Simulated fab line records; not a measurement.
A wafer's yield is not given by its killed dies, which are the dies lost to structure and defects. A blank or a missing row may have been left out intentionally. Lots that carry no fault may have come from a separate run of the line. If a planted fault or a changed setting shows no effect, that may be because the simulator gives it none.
Matching of chambers | flow n5Finfet | 4 sister chambers for N5_BEOL_M3_ALD_84 on aldMetal-02
The step deposits TaN, pulse time 2 s, purge time 3 s, co reactant purge time 2 s. 8 wafers are shown with their chamber, then 7 later ones without.

## WAFERS WITH THEIR CHAMBER
wafer  | chamber | heaterPowerOuterW (W) | heaterPowerW (W)
L076.6 | 3       | 275                   | 503
L077.3 | 0       | 264                   | 481
L079.2 | 0       | 259                   | 472
L079.3 | 2       | 204                   | 382
L086.2 | 3       | 279                   | 492
L086.6 | 1       | 254                   | 455
L091.2 | 1       | 257                   | 452
L091.4 | 2       | 213                   | 364

## WAFERS WITHOUT THEIR CHAMBER
wafer  | heaterPowerOuterW (W) | heaterPowerW (W)
L091.6 | 260                   | 482
L094.1 | 263                   | 475
L094.5 | 246                   | 440
L094.6 | 206                   | 375
L095.1 | 262                   | 482
L095.2 | 207                   | 377
L095.5 | 260                   | 476

## WHICH CHAMBER EACH ONE RAN IN
wafer  | from the rows above | in truth
L091.6 | 0                   | 0
L094.1 | 0                   | 0
L094.5 | 1                   | 1
L094.6 | 2                   | 2
L095.1 | 0                   | 0
L095.2 | 2                   | 2
L095.5 | 0                   | 0
7 of 7 placed correctly. Left unplaced by these rows: 0. 0 placed wrongly.
How it was worked out, from the rows above alone: a wafer's distance from a chamber is the root of the sum, over the readings, of the square of ((its reading less the chamber's mean) divided by the reading's scatter). If the next closest chamber is less than 2 further off than the closest, the wafer can't be placed; otherwise it belongs to the closest. The mean given for a chamber averages the wafers shown for that chamber. How the scatter is found: for the shown wafers, subtract from each reading the mean of its chamber, square and add these, divide the total by (wafers less chambers), then take the root.
